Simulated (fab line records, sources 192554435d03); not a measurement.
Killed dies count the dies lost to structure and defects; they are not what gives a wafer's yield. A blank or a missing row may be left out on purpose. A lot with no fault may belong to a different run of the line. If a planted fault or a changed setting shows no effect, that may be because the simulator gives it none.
Matching of chambers | flow n5-finfet | pecvd-03 running N5_BEOL_M9_PECVD_70: 3 sister chambers
The step deposits SiO2 from TEOS/O2, target thk 20 nm, time 22.7 s. 6 wafers are shown with their chamber, then 7 later ones without.

== WAFERS WITH THEIR CHAMBER ==
wafer  | chamber | throttle-valve-pct (%) | heater-power-w (W)
L076.2 | 2       | 19.4                   | 604
L082.5 | 2       | 19.2                   | 612
L082.6 | 1       | 22.6                   | 844
L084.1 | 1       | 22.5                   | 941
L094.2 | 0       | 21.9                   | 815
L094.5 | 0       | 21.8                   | 824

== WAFERS WITH NO CHAMBER GIVEN ==
wafer  | throttle-valve-pct (%) | heater-power-w (W)
L094.6 | 19.3                   | 706
L097.1 | 22.3                   | 812
L097.2 | 19.6                   | 747
L097.5 | 22.2                   | 800
L096.4 | 19.4                   | 659
L096.5 | 22.2                   | 889
L096.6 | 21.6                   | 949

== EACH ONE'S CHAMBER ==
wafer  | from the rows above     | in truth
L094.6 | 2                       | 2
L097.1 | can't be placed: 1 or 0 | 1
L097.2 | 2                       | 2
L097.5 | can't be placed: 0 or 1 | 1
L096.4 | 2                       | 2
L096.5 | can't be placed: 1 or 0 | 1
L096.6 | 0                       | 0
Placed correctly: 4 of 7. Unplaceable from these rows: 3, with the true chamber sitting among the candidates in 3. Placed wrongly: 0.
How it was worked out, from the rows above alone: a wafer's distance from a chamber is the root of the sum, over the readings, of the square of ((its reading less the chamber's mean) divided by the reading's scatter). If the next closest chamber is less than 2 further off than the closest, the wafer can't be placed; otherwise it belongs to the closest. For every chamber, the mean is computed from those of its wafers that are shown. The scatter: take each reading less its chamber's mean, square it, sum over the shown wafers, divide by the number of wafers less the number of chambers, and take the root.
